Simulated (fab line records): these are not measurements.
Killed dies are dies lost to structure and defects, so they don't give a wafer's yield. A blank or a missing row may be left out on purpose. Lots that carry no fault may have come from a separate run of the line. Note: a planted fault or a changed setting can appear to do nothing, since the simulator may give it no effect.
Which of the tools did it? | flow n5Finfet | 24 wafers from 9 lots sampled at 6 of the route's 1938 steps

## WHAT EACH GAUGE READ, for each wafer
N5_BEOL_M0_CUTY_CD_MEAS_57: target cd 200 nm.
lot  | measured     | on       | cdNm (nm)
L761 | day 6 07:04  | cdSem-03 | 199.9 199.3 200.4
L762 | day 6 15:20  | cdSem-02 | 201.2 198.9 200.2
L763 | day 6 21:07  | cdSem-02 | 199.5 200.5 199.7
L770 | day 8 20:21  | cdSem-01 | 200.3 199.4 200.5
L776 | day 9 22:05  | cdSem-02 | 199.7 83.3
L777 | day 10 11:40 | cdSem-01 | 88.8 88.1
L779 | day 10 16:53 | cdSem-03 | 200.9 91.5
L780 | day 11 06:07 | cdSem-03 | 198.8 198.2 198.8
L781 | day 11 11:55 | cdSem-02 | 200.7 200.6 199.8

N5_BEOL_M4_RC_MEAS_101.
lot  | measured     | on        | DIBL_N (mV/V)  | DIBL_P (mV/V)  | IOFF_N (nA/um) | IOFF_P (nA/um) | ION_N (uA/um) | ION_P (uA/um) | SS_N (mV/dec)  | SS_P (mV/dec)  | VT_N (mV)   | VT_P (mV)
L761 | day 8 06:40  | prober-01 | 35.9 36.8 33.4 | 36.2 37.7 33.5 | 0.15 0.17 0.12 | 0.18 0.21 0.15 | 662 678 659   | 449 462 454   | 71.2 71.3 70.8 | 73.6 73.8 73.1 | 251 250 251 | -252 -249 -253
L762 | day 8 11:45  | prober-01 | 34.5 36.0 32.3 | 33.9 36.7 32.2 | 0.12 0.16 0.10 | 0.16 0.21 0.14 | 665 681 654   | 454 467 457   | 71.7 72.5 70.5 | 72.6 72.8 71.8 | 255 247 256 | -255 -249 -255
L763 | day 8 22:14  | prober-01 | 34.4 32.4 35.2 | 35.5 31.9 36.7 | 0.13 0.10 0.15 | 0.21 0.16 0.22 | 640 650 673   | 448 450 462   | 71.0 69.9 70.7 | 73.1 72.2 72.9 | 254 256 248 | -250 -253 -248
L770 | day 10 15:40 | prober-01 | 33.7 37.2 32.1 | 33.7 38.4 33.1 | 0.13 0.19 0.12 | 0.16 0.22 0.15 | 653 676 669   | 448 457 455   | 72.3 72.1 70.9 | 72.8 73.9 72.4 | 253 248 254 | -254 -250 -255
L776 | day 12 07:00 | prober-02 | 37.6           | 36.6           | 0.17           | 0.24           | 700           | 485           | 71.6           | 73.2           | 247         | -247
L779 | day 13 09:29 | prober-02 | 35.5           | 35.2           | 0.15           | 0.21           | 669           | 460           | 72.0           | 72.5           | 250         | -250
L780 | day 13 12:19 | prober-02 | 35.4 37.1 35.8 | 36.3 36.9 36.5 | 0.14 0.15 0.14 | 0.18 0.18 0.18 | 678 657 663   | 464 441 458   | 70.8 71.9 71.3 | 73.9 73.3 73.5 | 252 253 250 | -254 -256 -256
L781 | day 13 16:30 | prober-01 | 36.7 37.6 35.3 | 36.9 36.4 34.9 | 0.18 0.17 0.13 | 0.19 0.18 0.17 | 676 668 651   | 455 445 452   | 71.4 71.6 70.8 | 74.0 73.9 72.3 | 246 247 251 | -254 -255 -256

## TOOL THAT RAN EACH LOT (tool first, then ch and the chambers of the sampled wafers, then the start)
lot  | N5_BEOL_M0_CUTY_EXPOSE_54         | N5_BEOL_M0_CUTY_ETCH_62           | N5_BEOL_M0_CUTY_ETCH_63           | N5_BEOL_M0_STRIP_140
L761 | arfiScanner-01 ch 0, day 6 06:57  | rieDiel-02 ch 2,3, day 6 07:20    | rieDiel-02 ch 2,3, day 6 07:22    | rieDiel-04 ch 0,1,2, day 6 08:01
L762 | arfiScanner-01 ch 0, day 6 15:13  | rieDiel-05 ch 1,2, day 6 15:35    | rieDiel-05 ch 1,2, day 6 15:38    | rieDiel-05 ch 1,2,3, day 6 16:50
L763 | arfiScanner-01 ch 0, day 6 21:00  | rieDiel-04 ch 0,2,3, day 6 21:37  | rieDiel-04 ch 0,2,3, day 6 21:40  | rieDiel-05 ch 1,3, day 6 23:53
L770 | arfiScanner-02 ch 0, day 8 20:14  | rieDiel-04 ch 0,2,3, day 8 20:34  | rieDiel-04 ch 0,2,3, day 8 20:38  | rieDiel-04 ch 0,2,3, day 8 23:01
L776 | arfiScanner-01 ch 0, day 9 21:58  | rieDiel-04 ch 2,3, day 9 22:13    | rieDiel-04 ch 2,3, day 9 22:15    | rieDiel-02 ch 1, day 9 22:58
L777 | arfiScanner-01 ch 0, day 10 11:33 | rieDiel-05 ch 3, day 10 11:47     | rieDiel-05 ch 3, day 10 11:50     | -
L779 | arfiScanner-01 ch 0, day 10 16:46 | rieDiel-05 ch 1,2, day 10 17:16   | rieDiel-05 ch 1,2, day 10 17:19   | rieDiel-04 ch 0, day 10 19:07
L780 | arfiScanner-03 ch 0, day 11 06:01 | rieDiel-05 ch 0,1,3, day 11 06:22 | rieDiel-05 ch 0,1,3, day 11 06:25 | rieDiel-02 ch 0,1, day 11 09:41
L781 | arfiScanner-02 ch 0, day 11 11:47 | rieDiel-04 ch 2,3, day 11 12:03   | rieDiel-04 ch 2,3, day 11 12:06   | rieDiel-05 ch 0,2,3, day 11 17:44
- N5_BEOL_M0_CUTY_EXPOSE_54: exposes mask M0 ABLK.
- N5_BEOL_M0_CUTY_ETCH_62: etches SiARC in CF4, time 58.5 s.
- N5_BEOL_M0_CUTY_ETCH_63: etches SOC in N2/H2, target depth 82.7 nm, overetch 16.5 nm, time 124 s.
- N5_BEOL_M0_STRIP_140: strips in CF4.

## AS READ BY THE TOOLS THEMSELVES (means over the sampled wafers that have a number; for cases with no such wafer, the mark the record gives instead)
N5_BEOL_M0_CUTY_ETCH_62.
lot  | tool       | drypumpMotorCurrentA (A) | etchRfOnTimeS (s) | oesProductAu (a.u.) | rfVppV (V) | showerheadPlenumPTorr (Torr) | throttleValvePct (%)
L761 | rieDiel-02 | 5.9                      | 59.3              | 0.59                | 182.9      | 2.12                         | 15.67
L762 | rieDiel-05 | 5.9                      | 60.7              | 0.64                | 183.3      | 2.14                         | 15.64
L763 | rieDiel-04 | 5.6                      | 59.1              | 0.74                | 184.5      | 2.17                         | 15.53
L770 | rieDiel-04 | 5.6                      | 59.5              | 0.70                | 184.9      | 2.16                         | 15.56
L776 | rieDiel-04 | 5.7                      | 59.9              | 0.67                | 183.6      | 2.11                         | 15.58
L777 | rieDiel-05 | 5.5                      | 55.4              | 0.78                | 183.6      | 2.11                         | 15.75
L779 | rieDiel-05 | 5.8                      | 61.5              | 0.60                | 182.8      | 2.09                         | 15.68
L780 | rieDiel-05 | 5.6                      | 56.9              | 0.72                | 184.5      | 2.17                         | 15.58
L781 | rieDiel-04 | 5.5                      | 60.7              | 0.82                | 183.7      | 2.10                         | 15.36

N5_BEOL_M0_CUTY_ETCH_63.
lot  | tool       | drypumpMotorCurrentA (A) | oesProductAu (a.u.) | rfVppV (V) | showerheadPlenumPTorr (Torr) | throttleValvePct (%)
L761 | rieDiel-02 | 5.9                      | 0.58                | 524        | 2.53                         | 17.99
L762 | rieDiel-05 | 5.9                      | 0.63                | 524        | 2.54                         | 17.77
L763 | rieDiel-04 | 5.7                      | 0.70                | 525        | 2.58                         | 17.80
L770 | rieDiel-04 | 5.7                      | 0.68                | 525        | 2.57                         | 17.86
L776 | rieDiel-04 | 5.7                      | 0.65                | 523        | 2.50                         | 17.82
L777 | rieDiel-05 | 5.5                      | 0.73                | 522        | 2.49                         | 18.06
L779 | rieDiel-05 | 5.8                      | 0.60                | 522        | 2.47                         | 17.82
L780 | rieDiel-05 | 5.6                      | 0.68                | 523        | 2.58                         | 17.78
L781 | rieDiel-04 | 5.6                      | 0.80                | 522        | 2.50                         | 17.72

N5_BEOL_M0_STRIP_140.
lot  | tool       | drypumpMotorCurrentA (A) | oesProductAu (a.u.) | rfVppV (V) | showerheadPlenumPTorr (Torr) | throttleValvePct (%)
L761 | rieDiel-04 | 5.4                      | 0.76                | 271.8      | 1.85                         | 13.61
L762 | rieDiel-05 | 5.7                      | 0.81                | 270.4      | 1.77                         | 13.59
L763 | rieDiel-05 | 5.7                      | 0.88                | 271.9      | 1.81                         | 13.61
L770 | rieDiel-04 | 5.6                      | 0.82                | 272.1      | 1.82                         | 13.56
L776 | rieDiel-02 | 5.9                      | 0.90                | 270.2      | 1.82                         | 13.11
L779 | rieDiel-04 | 5.6                      | 0.83                | 273.0      | 1.91                         | 13.64
L780 | rieDiel-02 | 6.0                      | 0.80                | 269.5      | 1.77                         | 13.25
L781 | rieDiel-05 | 5.3                      | 0.81                | 270.4      | 1.75                         | 13.46

## THE ANSWER, worked out from the rows above alone
Rule: the usual values come from the lots themselves. The widest of any qualifying gaps counts: lots, ordered by their means at a reading, are off when they make up no more than a third of the lots, leave a main group of 4 or more, and stand apart from it by 3 or more times the standard deviation of that group's means. A main group is skipped when, at the precision printed for the reading in the tables above, its means are all equal. A lot without any number at a reading at which 4 lots or more have one is off too. The other lots that the step has rows for count as sound. After the gauges, taken in route order, come the tools' own readings; for these a lot's mean is taken, as printed above. The first step at which some lot is off is used, and at that step the reading that is off furthest; a lot without a number counts as furthest.
Off: L776, L777, L779 (N5_BEOL_M0_CUTY_CD_MEAS_57, cdNm). For the main group the mean is 199.8 nm and the standard deviation 0.57.
A tool fits if, at a process step before that reading, it ran every lot that is off, and no sound lot after the first of them. Those tools and the gauges at N5_BEOL_M0_CUTY_CD_MEAS_57 are tried in the same way. One fits: N5_BEOL_M0_CUTY_EXPOSE_54 on arfiScanner-01. A fault onset in the window from L763 (day 6 21:00, its last sound lot) to L776 (day 9 21:58, its first lot off) fits.

## WHAT THE SIMULATOR PUT IN
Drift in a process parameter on arfiScanner-01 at N5_BEOL_M0_CUTY_EXPOSE_54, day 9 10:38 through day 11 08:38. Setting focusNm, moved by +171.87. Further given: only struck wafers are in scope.
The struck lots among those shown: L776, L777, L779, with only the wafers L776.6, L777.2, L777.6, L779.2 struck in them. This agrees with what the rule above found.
